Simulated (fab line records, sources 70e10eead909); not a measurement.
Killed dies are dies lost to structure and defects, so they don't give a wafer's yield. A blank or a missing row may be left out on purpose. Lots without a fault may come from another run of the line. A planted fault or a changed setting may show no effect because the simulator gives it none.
Chamber matching | flow nand_harc | NHARC_A_STAIRCASE_ETCHBACK_157 on rie_diel-02: 4 sister chambers
The step etches the open film in CH3F/O2, target depth 90 nm, time 167.14 s. 4 wafers are shown with their chamber, then 9 later ones without.

WAFERS WITH THEIR CHAMBER
wafer  | chamber | showerhead_plenum_p_Torr (Torr)
L079.5 | 2       | 2.31
L081.5 | 0       | 2.64
L084.3 | 3       | 2.41
L084.6 | 1       | 2.36

WAFERS WITHOUT THEIR CHAMBER
wafer  | showerhead_plenum_p_Torr (Torr)
L086.2 | 2.64
L086.4 | 2.36
L086.6 | 2.41
L094.1 | 2.40
L094.2 | 2.63
L094.4 | 2.29
L097.1 | 2.62
L097.4 | 2.40
L097.5 | 2.34

WHICH CHAMBER EACH WENT THROUGH
wafer  | from the rows above     | in truth
L086.2 | 0                       | 0
L086.4 | 1                       | 1
L086.6 | 3                       | 3
L094.1 | 3                       | 3
L094.2 | 0                       | 0
L094.4 | 2                       | 2
L097.1 | 0                       | 0
L097.4 | 3                       | 3
L097.5 | can't be placed: 1 or 2 | 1
Placed correctly: 8 of 9. Can't be placed from these rows: 1 (the true chamber is among the candidates in 1). Placed wrongly: 0.
How it was worked out, from the rows above alone: a wafer's distance from a chamber is the root of the sum, over the readings, of the square of ((its reading less the chamber's mean) divided by the reading's scatter). The wafer belongs to the nearest chamber; if the next one is less than 2 further off, it can't be placed. A chamber's mean is the mean of its shown wafers. The scatter: with one shown wafer a chamber, the root of the mean of the squares of how far each hidden wafer lies from its nearest shown one.
